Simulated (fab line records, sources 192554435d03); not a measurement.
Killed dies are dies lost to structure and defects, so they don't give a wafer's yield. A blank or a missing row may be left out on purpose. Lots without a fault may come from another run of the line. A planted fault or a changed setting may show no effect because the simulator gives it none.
Chamber matching | flow n5_finfet | N5_GATE_CUT_SAC_CAP_01 on ald_sin-04: 4 sister chambers
The step material SiNx, target thk 24 nm, pulse time 1 s, ald cycles 480. 4 wafers are shown with their chamber, then 10 later ones without.

WAFERS WITH THEIR CHAMBER
wafer  | chamber | heater_power_w (W)
L086.3 | 2       | 805
L088.5 | 1       | 735
L089.1 | 0       | 844
L089.2 | 3       | 734

WAFERS WITHOUT THEIR CHAMBER
wafer  | heater_power_w (W)
L089.4 | 777
L090.1 | 733
L090.2 | 855
L090.3 | 745
L093.1 | 810
L093.4 | 740
L093.6 | 798
L094.1 | 836
L094.2 | 813
L094.3 | 739

WHICH CHAMBER EACH WENT THROUGH
wafer  | from the rows above          | in truth
L089.4 | can't be placed: 2 or 1 or 3 | 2
L090.1 | can't be placed: 3 or 1      | 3
L090.2 | 0                            | 0
L090.3 | can't be placed: 1 or 3      | 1
L093.1 | 2                            | 2
L093.4 | can't be placed: 1 or 3      | 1
L093.6 | 2                            | 2
L094.1 | 0                            | 0
L094.2 | 2                            | 2
L094.3 | can't be placed: 1 or 3      | 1
Placed correctly: 5 of 10. Can't be placed from these rows: 5 (the true chamber is among the candidates in 5). Placed wrongly: 0.
How it was worked out, from the rows above alone: a wafer's distance from a chamber is the root of the sum, over the readings, of the square of ((its reading less the chamber's mean) divided by the reading's scatter). The wafer belongs to the nearest chamber; if the next one is less than 2 further off, it can't be placed. A chamber's mean is the mean of its shown wafers. The scatter: with one shown wafer a chamber, the root of the mean of the squares of how far each hidden wafer lies from its nearest shown one.
